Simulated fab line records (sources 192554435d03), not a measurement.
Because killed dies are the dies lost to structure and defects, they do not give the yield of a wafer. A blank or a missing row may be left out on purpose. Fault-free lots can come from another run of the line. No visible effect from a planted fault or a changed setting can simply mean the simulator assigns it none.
The tool behind it: which one? || flow n5 finfet || 14 lots, 42 wafers sampled, at 4 steps of a route of 1938

## WHAT THE GAUGES READ, wafer by wafer
Not one reading of a measure or inspect step in the record can be checked against a usual standard deviation.

## TOOL THAT RAN EACH LOT (tool first, then ch and the chambers of the sampled wafers, then the start)
{"lot": "L319", "N5_BEOL_M0_SAQP_PECVD_97": "pecvd-01 ch 1,2, day 5 17:01", "N5_BEOL_M0_SAQP_PECVD_04": "pecvd-01 ch 1,2, day 5 17:05", "N5_BEOL_M0_SAQP_DEVELOP_13": "litho track-04 ch 0, day 5 17:40", "N5_BEOL_M0_SAQP_DESCUM_19": "rie diel-02 ch 1,2,3, day 5 17:48"}
{"lot": "L320", "N5_BEOL_M0_SAQP_PECVD_97": "pecvd-04 ch 0,2, day 6 03:05", "N5_BEOL_M0_SAQP_PECVD_04": "pecvd-04 ch 0,2, day 6 03:08", "N5_BEOL_M0_SAQP_DEVELOP_13": "litho track-03 ch 0, day 6 03:39", "N5_BEOL_M0_SAQP_DESCUM_19": "rie diel-02 ch 0,1,2, day 6 03:48"}
{"lot": "L323", "N5_BEOL_M0_SAQP_PECVD_97": "pecvd-02 ch 0,2, day 6 15:07", "N5_BEOL_M0_SAQP_PECVD_04": "pecvd-02 ch 0,2, day 6 15:10", "N5_BEOL_M0_SAQP_DEVELOP_13": "litho track-01 ch 0, day 6 15:41", "N5_BEOL_M0_SAQP_DESCUM_19": "rie diel-06 ch 0,1, day 6 15:50"}
{"lot": "L325", "N5_BEOL_M0_SAQP_PECVD_97": "pecvd-01 ch 0,1,2, day 7 11:19", "N5_BEOL_M0_SAQP_PECVD_04": "pecvd-01 ch 0,1,2, day 7 11:21", "N5_BEOL_M0_SAQP_DEVELOP_13": "litho track-03 ch 0, day 7 11:44", "N5_BEOL_M0_SAQP_DESCUM_19": "rie diel-01 ch 0,1,3, day 7 12:16"}
{"lot": "L326", "N5_BEOL_M0_SAQP_PECVD_97": "pecvd-04 ch 0,2, day 7 13:26", "N5_BEOL_M0_SAQP_PECVD_04": "pecvd-04 ch 0,2, day 7 13:28", "N5_BEOL_M0_SAQP_DEVELOP_13": "litho track-03 ch 0, day 7 13:59", "N5_BEOL_M0_SAQP_DESCUM_19": "rie diel-02 ch 0,2, day 7 14:11"}
{"lot": "L327", "N5_BEOL_M0_SAQP_PECVD_97": "pecvd-04 ch 0,1, day 7 16:50", "N5_BEOL_M0_SAQP_PECVD_04": "pecvd-04 ch 0,1, day 7 16:52", "N5_BEOL_M0_SAQP_DEVELOP_13": "litho track-04 ch 0, day 7 17:23", "N5_BEOL_M0_SAQP_DESCUM_19": "rie diel-01 ch 1,2, day 7 17:32"}
{"lot": "L329", "N5_BEOL_M0_SAQP_PECVD_97": "pecvd-04 ch 0,1,2, day 8 11:25", "N5_BEOL_M0_SAQP_PECVD_04": "pecvd-04 ch 0,1,2, day 8 11:28", "N5_BEOL_M0_SAQP_DEVELOP_13": "litho track-03 ch 0, day 8 11:59", "N5_BEOL_M0_SAQP_DESCUM_19": "rie diel-06 ch 0,1, day 8 12:31"}
{"lot": "L331", "N5_BEOL_M0_SAQP_PECVD_97": "pecvd-01 ch 0,1,2, day 8 17:46", "N5_BEOL_M0_SAQP_PECVD_04": "pecvd-01 ch 0,1,2, day 8 17:49", "N5_BEOL_M0_SAQP_DEVELOP_13": "litho track-01 ch 0, day 8 18:20", "N5_BEOL_M0_SAQP_DESCUM_19": "rie diel-01 ch 0,1, day 8 18:30"}
{"lot": "L333", "N5_BEOL_M0_SAQP_PECVD_97": "pecvd-02 ch 1,2, day 9 03:51", "N5_BEOL_M0_SAQP_PECVD_04": "pecvd-02 ch 1,2, day 9 03:53", "N5_BEOL_M0_SAQP_DEVELOP_13": "litho track-01, day 9 04:25", "N5_BEOL_M0_SAQP_DESCUM_19": "rie diel-02 ch 0,1,2, day 9 04:36"}
{"lot": "L332", "N5_BEOL_M0_SAQP_PECVD_97": "pecvd-04 ch 1,2, day 9 10:11", "N5_BEOL_M0_SAQP_PECVD_04": "pecvd-04 ch 1,2, day 9 10:13", "N5_BEOL_M0_SAQP_DEVELOP_13": "litho track-03, day 9 10:44", "N5_BEOL_M0_SAQP_DESCUM_19": "rie diel-02 ch 1,2,3, day 9 10:53"}
{"lot": "L334", "N5_BEOL_M0_SAQP_PECVD_97": "pecvd-04 ch 0,2, day 9 14:10", "N5_BEOL_M0_SAQP_PECVD_04": "pecvd-04 ch 0,2, day 9 14:13", "N5_BEOL_M0_SAQP_DEVELOP_13": "litho track-01 ch 0, day 9 14:44", "N5_BEOL_M0_SAQP_DESCUM_19": "rie diel-01 ch 1,2,3, day 9 14:53"}
{"lot": "L335", "N5_BEOL_M0_SAQP_PECVD_97": "pecvd-01 ch 0,2, day 9 16:07", "N5_BEOL_M0_SAQP_PECVD_04": "pecvd-01 ch 0,2, day 9 16:09", "N5_BEOL_M0_SAQP_DEVELOP_13": "litho track-01 ch 0, day 9 16:32", "N5_BEOL_M0_SAQP_DESCUM_19": "rie diel-01 ch 1,2, day 9 16:41"}
{"lot": "L338", "N5_BEOL_M0_SAQP_PECVD_97": "pecvd-01 ch 0,1, day 10 12:25", "N5_BEOL_M0_SAQP_PECVD_04": "pecvd-01 ch 0,1, day 10 12:28", "N5_BEOL_M0_SAQP_DEVELOP_13": "litho track-04 ch 0, day 10 12:59", "N5_BEOL_M0_SAQP_DESCUM_19": "rie diel-06 ch 0,1,3, day 10 13:08"}
{"lot": "L341", "N5_BEOL_M0_SAQP_PECVD_97": "pecvd-02 ch 0,1,2, day 11 07:05", "N5_BEOL_M0_SAQP_PECVD_04": "pecvd-02 ch 0,1,2, day 11 07:08", "N5_BEOL_M0_SAQP_DEVELOP_13": "litho track-04 ch 0, day 11 07:39", "N5_BEOL_M0_SAQP_DESCUM_19": "rie diel-06 ch 0,2,3, day 11 07:49"}
- N5_BEOL_M0_SAQP_PECVD_97: deposits SiNx from SiH4/NH3/N2, target thk 23 nm, time 19.9 s.
- N5_BEOL_M0_SAQP_PECVD_04: deposits a-Si from SiH4/He, target thk 60 nm, time 60.2 s.
- N5_BEOL_M0_SAQP_DEVELOP_13: develop time 30 s.
- N5_BEOL_M0_SAQP_DESCUM_19: chemistry O2, time 7.9 s.

## WHAT THE TOOLS THEMSELVES READ (means of the sampled wafers that have a number; where no wafer has one, the mark that the record gives instead)
N5_BEOL_M0_SAQP_PECVD_97. Usual: heater power w 528 W, standard deviation 120; showerhead plenum p Torr 5.13 Torr, standard deviation 0.085; throttle valve pct 39.1 %, standard deviation 1.7.
{"lot": "L319", "tool": "pecvd-01", "heater power w (W)": 615, "showerhead plenum p Torr (Torr)": 5.15, "throttle valve pct (%)": 40.2, "flag": ""}
{"lot": "L320", "tool": "pecvd-04", "heater power w (W)": 385, "showerhead plenum p Torr (Torr)": 5.10, "throttle valve pct (%)": 38.0, "flag": ""}
{"lot": "L323", "tool": "pecvd-02", "heater power w (W)": 636, "showerhead plenum p Torr (Torr)": 5.18, "throttle valve pct (%)": 36.7, "flag": ""}
{"lot": "L325", "tool": "pecvd-01", "heater power w (W)": 552, "showerhead plenum p Torr (Torr)": 5.14, "throttle valve pct (%)": 40.0, "flag": ""}
{"lot": "L326", "tool": "pecvd-04", "heater power w (W)": 403, "showerhead plenum p Torr (Torr)": 5.02, "throttle valve pct (%)": 38.2, "flag": ""}
{"lot": "L327", "tool": "pecvd-04", "heater power w (W)": 557, "showerhead plenum p Torr (Torr)": 5.17, "throttle valve pct (%)": 38.6, "flag": ""}
{"lot": "L329", "tool": "pecvd-04", "heater power w (W)": 484, "showerhead plenum p Torr (Torr)": 5.09, "throttle valve pct (%)": 38.6, "flag": ""}
{"lot": "L331", "tool": "pecvd-01", "heater power w (W)": 565, "showerhead plenum p Torr (Torr)": 5.14, "throttle valve pct (%)": 40.0, "flag": ""}
{"lot": "L333", "tool": "pecvd-02", "heater power w (W)": 633, "showerhead plenum p Torr (Torr)": 5.14, "throttle valve pct (%)": 37.3, "flag": ""}
{"lot": "L332", "tool": "pecvd-04", "heater power w (W)": 539, "showerhead plenum p Torr (Torr)": 5.09, "throttle valve pct (%)": 38.8, "flag": ""}
{"lot": "L334", "tool": "pecvd-04", "heater power w (W)": 390, "showerhead plenum p Torr (Torr)": 5.10, "throttle valve pct (%)": 38.3, "flag": ""}
{"lot": "L335", "tool": "pecvd-01", "heater power w (W)": 556, "showerhead plenum p Torr (Torr)": 5.14, "throttle valve pct (%)": 39.8, "flag": ""}
{"lot": "L338", "tool": "pecvd-01", "heater power w (W)": 624, "showerhead plenum p Torr (Torr)": 5.13, "throttle valve pct (%)": 40.9, "flag": ""}
{"lot": "L341", "tool": "pecvd-02", "heater power w (W)": 536, "showerhead plenum p Torr (Torr)": 5.18, "throttle valve pct (%)": 38.6, "flag": ""}

N5_BEOL_M0_SAQP_PECVD_04. Usual: heater power w 598 W, standard deviation 120; showerhead plenum p Torr 5.66 Torr, standard deviation 0.064; throttle valve pct 17.8 %, standard deviation 0.78.
{"lot": "L319", "tool": "pecvd-01", "heater power w (W)": 665, "showerhead plenum p Torr (Torr)": 5.66, "throttle valve pct (%)": 18.3, "flag": ""}
{"lot": "L320", "tool": "pecvd-04", "heater power w (W)": 485, "showerhead plenum p Torr (Torr)": 5.64, "throttle valve pct (%)": 17.4, "flag": ""}
{"lot": "L323", "tool": "pecvd-02", "heater power w (W)": 703, "showerhead plenum p Torr (Torr)": 5.68, "throttle valve pct (%)": 16.9, "flag": ""}
{"lot": "L325", "tool": "pecvd-01", "heater power w (W)": 625, "showerhead plenum p Torr (Torr)": 5.66, "throttle valve pct (%)": 18.3, "flag": ""}
{"lot": "L326", "tool": "pecvd-04", "heater power w (W)": 463, "showerhead plenum p Torr (Torr)": 5.57, "throttle valve pct (%)": 17.5, "flag": ""}
{"lot": "L327", "tool": "pecvd-04", "heater power w (W)": 635, "showerhead plenum p Torr (Torr)": 5.69, "throttle valve pct (%)": 17.5, "flag": ""}
{"lot": "L329", "tool": "pecvd-04", "heater power w (W)": 526, "showerhead plenum p Torr (Torr)": 5.63, "throttle valve pct (%)": 17.4, "flag": ""}
{"lot": "L331", "tool": "pecvd-01", "heater power w (W)": 643, "showerhead plenum p Torr (Torr)": 5.66, "throttle valve pct (%)": 18.5, "flag": ""}
{"lot": "L333", "tool": "pecvd-02", "heater power w (W)": 653, "showerhead plenum p Torr (Torr)": 5.68, "throttle valve pct (%)": 17.1, "flag": ""}
{"lot": "L332", "tool": "pecvd-04", "heater power w (W)": 663, "showerhead plenum p Torr (Torr)": 5.62, "throttle valve pct (%)": 17.4, "flag": ""}
{"lot": "L334", "tool": "pecvd-04", "heater power w (W)": 484, "showerhead plenum p Torr (Torr)": 5.65, "throttle valve pct (%)": 17.5, "flag": ""}
{"lot": "L335", "tool": "pecvd-01", "heater power w (W)": 625, "showerhead plenum p Torr (Torr)": 5.67, "throttle valve pct (%)": 18.2, "flag": ""}
{"lot": "L338", "tool": "pecvd-01", "heater power w (W)": 707, "showerhead plenum p Torr (Torr)": 5.65, "throttle valve pct (%)": 18.6, "flag": ""}
{"lot": "L341", "tool": "pecvd-02", "heater power w (W)": 639, "showerhead plenum p Torr (Torr)": 5.68, "throttle valve pct (%)": 17.7, "flag": ""}

N5_BEOL_M0_SAQP_DEVELOP_13. Usual: 22.99 C for chill plate temp C, sd 0.11.
{"lot": "L319", "tool": "litho track-04", "chill plate temp C (C)": 22.83, "flag": ""}
{"lot": "L320", "tool": "litho track-03", "chill plate temp C (C)": 23.07, "flag": ""}
{"lot": "L323", "tool": "litho track-01", "chill plate temp C (C)": 23.02, "flag": ""}
{"lot": "L325", "tool": "litho track-03", "chill plate temp C (C)": 23.20, "flag": ""}
{"lot": "L326", "tool": "litho track-03", "chill plate temp C (C)": 22.94, "flag": ""}
{"lot": "L327", "tool": "litho track-04", "chill plate temp C (C)": 22.97, "flag": ""}
{"lot": "L329", "tool": "litho track-03", "chill plate temp C (C)": 22.94, "flag": ""}
{"lot": "L331", "tool": "litho track-01", "chill plate temp C (C)": 23.13, "flag": ""}
{"lot": "L333", "tool": "litho track-01", "chill plate temp C (C)": "-", "flag": "OFF"}
{"lot": "L332", "tool": "litho track-03", "chill plate temp C (C)": "-", "flag": "OFF"}
{"lot": "L334", "tool": "litho track-01", "chill plate temp C (C)": 22.97, "flag": ""}
{"lot": "L335", "tool": "litho track-01", "chill plate temp C (C)": 22.99, "flag": ""}
{"lot": "L338", "tool": "litho track-04", "chill plate temp C (C)": 23.01, "flag": ""}
{"lot": "L341", "tool": "litho track-04", "chill plate temp C (C)": 22.92, "flag": ""}

N5_BEOL_M0_SAQP_DESCUM_19. Usual: drypump motor current A 5.53 A, standard deviation 0.26; oes product au 0.78 a.u., standard deviation 0.091; rf vpp V 243.2 V, standard deviation 1.4; showerhead plenum p Torr 2.11 Torr, standard deviation 0.069; throttle valve pct 20.45 %, standard deviation 0.27.
{"lot": "L319", "tool": "rie diel-02", "drypump motor current A (A)": 5.60, "oes product au (a.u.)": 0.83, "rf vpp V (V)": 242.0, "showerhead plenum p Torr (Torr)": 2.06, "throttle valve pct (%)": 20.27, "flag": ""}
{"lot": "L320", "tool": "rie diel-02", "drypump motor current A (A)": 5.52, "oes product au (a.u.)": 0.80, "rf vpp V (V)": 243.5, "showerhead plenum p Torr (Torr)": 2.11, "throttle valve pct (%)": 20.34, "flag": ""}
{"lot": "L323", "tool": "rie diel-06", "drypump motor current A (A)": 5.62, "oes product au (a.u.)": 0.70, "rf vpp V (V)": 242.4, "showerhead plenum p Torr (Torr)": 2.07, "throttle valve pct (%)": 20.54, "flag": ""}
{"lot": "L325", "tool": "rie diel-01", "drypump motor current A (A)": 5.34, "oes product au (a.u.)": 0.78, "rf vpp V (V)": 243.5, "showerhead plenum p Torr (Torr)": 2.10, "throttle valve pct (%)": 20.54, "flag": ""}
{"lot": "L326", "tool": "rie diel-02", "drypump motor current A (A)": 5.35, "oes product au (a.u.)": 0.73, "rf vpp V (V)": 244.5, "showerhead plenum p Torr (Torr)": 2.16, "throttle valve pct (%)": 20.41, "flag": ""}
{"lot": "L327", "tool": "rie diel-01", "drypump motor current A (A)": 5.69, "oes product au (a.u.)": 0.69, "rf vpp V (V)": 244.1, "showerhead plenum p Torr (Torr)": 2.15, "throttle valve pct (%)": 20.71, "flag": ""}
{"lot": "L329", "tool": "rie diel-06", "drypump motor current A (A)": 5.63, "oes product au (a.u.)": 0.70, "rf vpp V (V)": 242.5, "showerhead plenum p Torr (Torr)": 2.06, "throttle valve pct (%)": 20.58, "flag": ""}
{"lot": "L331", "tool": "rie diel-01", "drypump motor current A (A)": 5.44, "oes product au (a.u.)": 0.93, "rf vpp V (V)": 243.1, "showerhead plenum p Torr (Torr)": 2.11, "throttle valve pct (%)": 20.19, "flag": ""}
{"lot": "L333", "tool": "rie diel-02", "drypump motor current A (A)": 5.53, "oes product au (a.u.)": 0.77, "rf vpp V (V)": 242.9, "showerhead plenum p Torr (Torr)": 2.10, "throttle valve pct (%)": 20.37, "flag": ""}
{"lot": "L332", "tool": "rie diel-02", "drypump motor current A (A)": 5.61, "oes product au (a.u.)": 0.80, "rf vpp V (V)": 242.6, "showerhead plenum p Torr (Torr)": 2.05, "throttle valve pct (%)": 20.30, "flag": ""}
{"lot": "L334", "tool": "rie diel-01", "drypump motor current A (A)": 5.47, "oes product au (a.u.)": 0.83, "rf vpp V (V)": 244.3, "showerhead plenum p Torr (Torr)": 2.15, "throttle valve pct (%)": 20.53, "flag": ""}
{"lot": "L335", "tool": "rie diel-01", "drypump motor current A (A)": 5.57, "oes product au (a.u.)": 0.88, "rf vpp V (V)": 243.1, "showerhead plenum p Torr (Torr)": 2.16, "throttle valve pct (%)": 20.30, "flag": ""}
{"lot": "L338", "tool": "rie diel-06", "drypump motor current A (A)": 5.64, "oes product au (a.u.)": 0.74, "rf vpp V (V)": 243.0, "showerhead plenum p Torr (Torr)": 2.11, "throttle valve pct (%)": 20.45, "flag": ""}
{"lot": "L341", "tool": "rie diel-06", "drypump motor current A (A)": 5.71, "oes product au (a.u.)": 0.75, "rf vpp V (V)": 244.1, "showerhead plenum p Torr (Torr)": 2.15, "throttle valve pct (%)": 20.33, "flag": ""}

## THE ANSWER, worked out from the rows above alone
Rule: a lot counts as off when the mean over its wafers that have a number is more than 3 standard deviations away from the usual mean. A lot without any number at a reading at which 4 lots or more have one is off too. Any other lot the step has rows for is counted as sound. First the gauges in route order, then the tools' own readings, where a lot's mean is used as printed above. At the first step where some lot is off, the reading lying furthest off is the one used; lots without a number count as furthest.
Off: L333, L332 (N5_BEOL_M0_SAQP_DEVELOP_13, chill plate temp C). Without a number there: L333, L332.
If a tool, at that step or one of the process steps before it, ran each lot that is off and ran no sound lot following the first of them, it fits. Not one of the candidates tried fits.

## WHAT THE SIMULATOR HAD PUT IN
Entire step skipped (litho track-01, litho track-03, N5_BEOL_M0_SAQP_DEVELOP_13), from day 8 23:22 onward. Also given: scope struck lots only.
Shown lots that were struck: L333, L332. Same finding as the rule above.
